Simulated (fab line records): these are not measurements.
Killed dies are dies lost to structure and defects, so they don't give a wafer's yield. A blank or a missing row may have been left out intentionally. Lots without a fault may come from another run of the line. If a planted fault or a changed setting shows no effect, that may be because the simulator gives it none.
Lot-split experiment :: flow n5-finfet :: route with 1938 steps; 7 lots, 39 wafers read

== SPLIT DETAILS ==
At N5_FIN_SAQP_ETCH_65 (etches SiO2 in CF4, target depth 4 nm, time 4.4 s), the setting time-s was moved away from the recipe's 4.4 s on 12 of the 39 wafers read, by -56.4% to +59.5%. This setting was run at the recipe's value on the other wafers.

The reading comes from the split's own step.

== THE READING ==
etch.depth-nm (the simulator's own value, which no gauge read), in nm, at N5_FIN_SAQP_ETCH_65 (etches SiO2 in CF4, target depth 4 nm, time 4.4 s). There is no usual value for it anywhere in the file. Across the 27 wafers here that went through the recipe, the average is 4.032 nm and the standard deviation 0.052 nm.

wafer: L074.1
tool, chamber at the split: rie-si-05, 0
time-s as run, s: 4.4
against the recipe: recipe
etch.depth-nm, nm: 4.041
against lot-mates on the recipe: -

wafer: L074.2
tool, chamber at the split: rie-si-05, 2
time-s as run, s: 4.4
against the recipe: recipe
etch.depth-nm, nm: 3.995
against lot-mates on the recipe: -

wafer: L074.3
tool, chamber at the split: rie-si-05, 3
time-s as run, s: 1.918
against the recipe: -56.4%
etch.depth-nm, nm: 1.784
against lot-mates on the recipe: -2.275

wafer: L074.4
tool, chamber at the split: rie-si-05, 1
time-s as run, s: 4.4
against the recipe: recipe
etch.depth-nm, nm: 4.142
against lot-mates on the recipe: -

wafer: L074.5
tool, chamber at the split: rie-si-05, 2
time-s as run, s: 1.918
against the recipe: -56.4%
etch.depth-nm, nm: 1.758
against lot-mates on the recipe: -2.301

wafer: L074.6
tool, chamber at the split: rie-si-05, 3
time-s as run, s: 1.918
against the recipe: -56.4%
etch.depth-nm, nm: 1.774
against lot-mates on the recipe: -2.285

wafer: L079.1
tool, chamber at the split: rie-si-05, 1
time-s as run, s: 4.4
against the recipe: recipe
etch.depth-nm, nm: 4.058
against lot-mates on the recipe: -

wafer: L079.2
tool, chamber at the split: rie-si-05, 0
time-s as run, s: 4.4
against the recipe: recipe
etch.depth-nm, nm: 4.017
against lot-mates on the recipe: -

wafer: L079.3
tool, chamber at the split: rie-si-05, 2
time-s as run, s: 4.4
against the recipe: recipe
etch.depth-nm, nm: 3.996
against lot-mates on the recipe: -

wafer: L079.4
tool, chamber at the split: rie-si-05, 3
time-s as run, s: 4.4
against the recipe: recipe
etch.depth-nm, nm: 4.037
against lot-mates on the recipe: -

wafer: L079.5
tool, chamber at the split: rie-si-05, 0
time-s as run, s: 4.4
against the recipe: recipe
etch.depth-nm, nm: 3.993
against lot-mates on the recipe: -

wafer: L079.6
tool, chamber at the split: rie-si-05, 1
time-s as run, s: 4.4
against the recipe: recipe
etch.depth-nm, nm: 4.113
against lot-mates on the recipe: -

wafer: L080.1
tool, chamber at the split: rie-si-02, 0
time-s as run, s: 2.45
against the recipe: -44.3%
etch.depth-nm, nm: 2.243
against lot-mates on the recipe: -1.763

wafer: L080.2
tool, chamber at the split: rie-si-02, 2
time-s as run, s: 4.4
against the recipe: recipe
etch.depth-nm, nm: 3.963
against lot-mates on the recipe: -

wafer: L080.3
tool, chamber at the split: rie-si-02, 1
time-s as run, s: 4.4
against the recipe: recipe
etch.depth-nm, nm: 3.974
against lot-mates on the recipe: -

wafer: L080.4
tool, chamber at the split: rie-si-02, 3
time-s as run, s: 4.4
against the recipe: recipe
etch.depth-nm, nm: 4.081
against lot-mates on the recipe: -

wafer: L080.5
tool, chamber at the split: rie-si-02, 2
time-s as run, s: 2.45
against the recipe: -44.3%
etch.depth-nm, nm: 2.2
against lot-mates on the recipe: -1.806

wafer: L080.6
tool, chamber at the split: rie-si-02, 1
time-s as run, s: 2.45
against the recipe: -44.3%
etch.depth-nm, nm: 2.239
against lot-mates on the recipe: -1.767

wafer: L089.1
tool, chamber at the split: rie-si-02, 0
time-s as run, s: 4.4
against the recipe: recipe
etch.depth-nm, nm: 4.037
against lot-mates on the recipe: -

wafer: L089.2
tool, chamber at the split: rie-si-02, 1
time-s as run, s: 4.4
against the recipe: recipe
etch.depth-nm, nm: 4.009
against lot-mates on the recipe: -

wafer: L089.3
tool, chamber at the split: rie-si-02, 3
time-s as run, s: 4.4
against the recipe: recipe
etch.depth-nm, nm: 4.056
against lot-mates on the recipe: -

wafer: L089.4
tool, chamber at the split: rie-si-02, 2
time-s as run, s: 4.4
against the recipe: recipe
etch.depth-nm, nm: 3.955
against lot-mates on the recipe: -

wafer: L089.5
tool, chamber at the split: rie-si-02, 0
time-s as run, s: 4.4
against the recipe: recipe
etch.depth-nm, nm: 4.024
against lot-mates on the recipe: -

wafer: L089.6
tool, chamber at the split: rie-si-02, 3
time-s as run, s: 4.4
against the recipe: recipe
etch.depth-nm, nm: 4.099
against lot-mates on the recipe: -

wafer: L093.1
tool, chamber at the split: rie-si-02, 0
time-s as run, s: 7.017
against the recipe: +59.5%
etch.depth-nm, nm: 6.337
against lot-mates on the recipe: +2.310

wafer: L093.2
tool, chamber at the split: rie-si-02, 3
time-s as run, s: 4.4
against the recipe: recipe
etch.depth-nm, nm: 4.053
against lot-mates on the recipe: -

wafer: L093.3
tool, chamber at the split: rie-si-02, 3
time-s as run, s: 4.4
against the recipe: recipe
etch.depth-nm, nm: 4.049
against lot-mates on the recipe: -

wafer: L093.4
tool, chamber at the split: rie-si-02, 0
time-s as run, s: 7.017
against the recipe: +59.5%
etch.depth-nm, nm: 6.378
against lot-mates on the recipe: +2.351

wafer: L093.5
tool, chamber at the split: rie-si-02, 0
time-s as run, s: 4.4
against the recipe: recipe
etch.depth-nm, nm: 3.979
against lot-mates on the recipe: -

wafer: L093.6
tool, chamber at the split: rie-si-02, 3
time-s as run, s: 7.017
against the recipe: +59.5%
etch.depth-nm, nm: 6.461
against lot-mates on the recipe: +2.434

wafer: L096.1
tool, chamber at the split: rie-si-02, 1
time-s as run, s: 4.4
against the recipe: recipe
etch.depth-nm, nm: 3.933
against lot-mates on the recipe: -

wafer: L096.2
tool, chamber at the split: rie-si-02, 3
time-s as run, s: 3.726
against the recipe: -15.3%
etch.depth-nm, nm: 3.416
against lot-mates on the recipe: -0.557

wafer: L096.3
tool, chamber at the split: rie-si-02, 0
time-s as run, s: 3.726
against the recipe: -15.3%
etch.depth-nm, nm: 3.352
against lot-mates on the recipe: -0.621

wafer: L096.4
tool, chamber at the split: rie-si-02, 2
time-s as run, s: 3.726
against the recipe: -15.3%
etch.depth-nm, nm: 3.337
against lot-mates on the recipe: -0.636

wafer: L096.5
tool, chamber at the split: rie-si-02, 0
time-s as run, s: 4.4
against the recipe: recipe
etch.depth-nm, nm: 3.97
against lot-mates on the recipe: -

wafer: L096.6
tool, chamber at the split: rie-si-02, 3
time-s as run, s: 4.4
against the recipe: recipe
etch.depth-nm, nm: 4.015
against lot-mates on the recipe: -

wafer: L097.1
tool, chamber at the split: rie-si-05, 1
time-s as run, s: 4.4
against the recipe: recipe
etch.depth-nm, nm: 4.089
against lot-mates on the recipe: -

wafer: L097.5
tool, chamber at the split: rie-si-05, 1
time-s as run, s: 4.4
against the recipe: recipe
etch.depth-nm, nm: 4.107
against lot-mates on the recipe: -

wafer: L097.6
tool, chamber at the split: rie-si-05, 0
time-s as run, s: 4.4
against the recipe: recipe
etch.depth-nm, nm: 4.076
against lot-mates on the recipe: -

FIT RESULTS
A straight line over all 39 wafers: etch.depth-nm changes by +0.0401 nm for each +1% of time-s; r = +1.00; the points scatter about the line by 0.051 nm.
The same after taking each lot's own level away (the mean of its wafers on the recipe; 39 wafers): +0.0401 nm for each +1%; r = +1.00; scatter 0.042 nm.
On that fit, the largest move of time-s shifts the reading by 2.4 nm.
The lots' own levels span 3.9727 to 4.0907 nm, that is 2.2 times the standard deviation above.
The two slopes agree, so the slope changes little with the lot-to-lot level.
Check: +2.4 nm against its lot-mates is what the line predicts for one of the wafers moved furthest among these (+59.5%) when that wafer is left out of the fit. It came out at +2.31 nm against them.

== FILE'S OWN FIT ==
etch.depth-nm changes by +0.0401 nm for each +1% of time-s, r = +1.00.
